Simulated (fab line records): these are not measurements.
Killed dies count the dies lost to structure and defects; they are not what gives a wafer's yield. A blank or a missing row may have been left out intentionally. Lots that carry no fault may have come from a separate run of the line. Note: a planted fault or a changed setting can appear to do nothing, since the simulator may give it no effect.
Chamber matching :: flow nandHarc :: NHARC_A_CHANNEL_FILL_D1_CMP_10 on cmp-01: 4 sister chambers
The step polishes, target thk 150 nm. 8 wafers are shown with their chamber, then 9 later ones without.

== WAFERS, EACH WITH ITS CHAMBER ==
wafer: L088.1
chamber: 0
timeToEndpointS (s): 12.2
motorCurrentA (A): 11.5

wafer: L088.4
chamber: 1
timeToEndpointS (s): 15.9
motorCurrentA (A): 11.8

wafer: L085.2
chamber: 2
timeToEndpointS (s): 10.8
motorCurrentA (A): 11.2

wafer: L085.4
chamber: 3
timeToEndpointS (s): 9.6
motorCurrentA (A): 13.4

wafer: L085.5
chamber: 3
timeToEndpointS (s): 10.9
motorCurrentA (A): 13.4

wafer: L085.1
chamber: 0
timeToEndpointS (s): 16.2
motorCurrentA (A): 11.7

wafer: L085.3
chamber: 1
timeToEndpointS (s): 19.2
motorCurrentA (A): 11.5

wafer: L085.6
chamber: 2
timeToEndpointS (s): 11.9
motorCurrentA (A): 12.0

== WAFERS MISSING THEIR CHAMBER ==
wafer: L095.1
timeToEndpointS (s): 12.7
motorCurrentA (A): 11.9

wafer: L095.3
timeToEndpointS (s): 17.4
motorCurrentA (A): 11.2

wafer: L095.5
timeToEndpointS (s): 13.7
motorCurrentA (A): 11.1

wafer: L095.2
timeToEndpointS (s): 10.7
motorCurrentA (A): 12.5

wafer: L095.4
timeToEndpointS (s): 15.9
motorCurrentA (A): 11.8

wafer: L095.6
timeToEndpointS (s): 12.2
motorCurrentA (A): 13.2

wafer: L096.1
timeToEndpointS (s): 14.9
motorCurrentA (A): 10.9

wafer: L096.2
timeToEndpointS (s): 20.2
motorCurrentA (A): 11.6

wafer: L096.3
timeToEndpointS (s): 14.6
motorCurrentA (A): 11.0

== EACH ONE'S CHAMBER ==
wafer: L095.1
from the rows above: can't be placed: 2 or 0 or 1
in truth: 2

wafer: L095.3
from the rows above: can't be placed: 1 or 0 or 2
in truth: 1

wafer: L095.5
from the rows above: can't be placed: 0 or 2 or 1
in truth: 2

wafer: L095.2
from the rows above: can't be placed: 3 or 2 or 0 or 1
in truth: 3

wafer: L095.4
from the rows above: can't be placed: 1 or 0 or 2
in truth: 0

wafer: L095.6
from the rows above: 3
in truth: 3

wafer: L096.1
from the rows above: can't be placed: 0 or 1 or 2
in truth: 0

wafer: L096.2
from the rows above: can't be placed: 1 or 0
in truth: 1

wafer: L096.3
from the rows above: can't be placed: 0 or 2 or 1
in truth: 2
Correctly placed: 1 of 9. Unplaceable from these rows: 8, with the true chamber sitting among the candidates in 8. Placed wrongly: 0.
How it was worked out, from the rows above alone: a wafer's distance from a chamber is the root of the sum, over the readings, of the square of ((its reading less the chamber's mean) divided by the reading's scatter). The wafer belongs to the nearest chamber; if the next one is less than 2 further off, it can't be placed. A chamber's mean is the mean of its shown wafers. The scatter: the root of (the sum of the squares of (reading less its chamber's mean) over the shown wafers, divided by (wafers less chambers)).
